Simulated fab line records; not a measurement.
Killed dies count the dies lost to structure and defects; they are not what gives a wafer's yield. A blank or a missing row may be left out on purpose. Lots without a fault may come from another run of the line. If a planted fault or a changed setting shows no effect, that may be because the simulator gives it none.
Chamber matching + flow n5-finfet + pecvd-04 running N5_BEOL_M0_SAQP_PECVD_04: 3 sister chambers
The step deposits a-Si from SiH4/He, target thk 60 nm, time 60.2 s. 3 wafers are shown with their chamber, then 7 later ones without.

== WAFERS PAIRED WITH THEIR CHAMBERS ==
| wafer  | chamber | showerhead-plenum-p-Torr (Torr) |
|--------|---------|---------------------------------|
| L941.4 | 1       | 5.66                            |
| L942.2 | 2       | 5.78                            |
| L942.4 | 0       | 5.66                            |

== WAFERS WITHOUT THEIR CHAMBER ==
| wafer  | showerhead-plenum-p-Torr (Torr) |
|--------|---------------------------------|
| L942.5 | 5.75                            |
| L947.1 | 5.67                            |
| L947.2 | 5.65                            |
| L947.3 | 5.67                            |
| L953.4 | 5.74                            |
| L953.5 | 5.67                            |
| L953.6 | 5.67                            |

== CHAMBER TAKEN BY EACH ==
| wafer  | from the rows above          | in truth |
|--------|------------------------------|----------|
| L942.5 | 2                            | 2        |
| L947.1 | can't be placed: 0 or 1      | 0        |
| L947.2 | can't be placed: 0 or 1      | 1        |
| L947.3 | can't be placed: 0 or 1      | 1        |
| L953.4 | can't be placed: 2 or 0 or 1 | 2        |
| L953.5 | can't be placed: 0 or 1      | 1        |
| L953.6 | can't be placed: 0 or 1      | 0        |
Placed correctly: 1 of 7. Can't be placed from these rows: 6 (the true chamber is among the candidates in 6). Number placed wrongly: 0.
How it was worked out, from the rows above alone: a wafer's distance from a chamber is the root of the sum, over the readings, of the square of ((its reading less the chamber's mean) divided by the reading's scatter). If the next closest chamber is less than 2 further off than the closest, the wafer can't be placed; otherwise it belongs to the closest. A chamber's mean is the mean of its shown wafers. The scatter: root of mean squared gap, hidden wafer to nearest shown wafer, with one shown wafer a chamber.
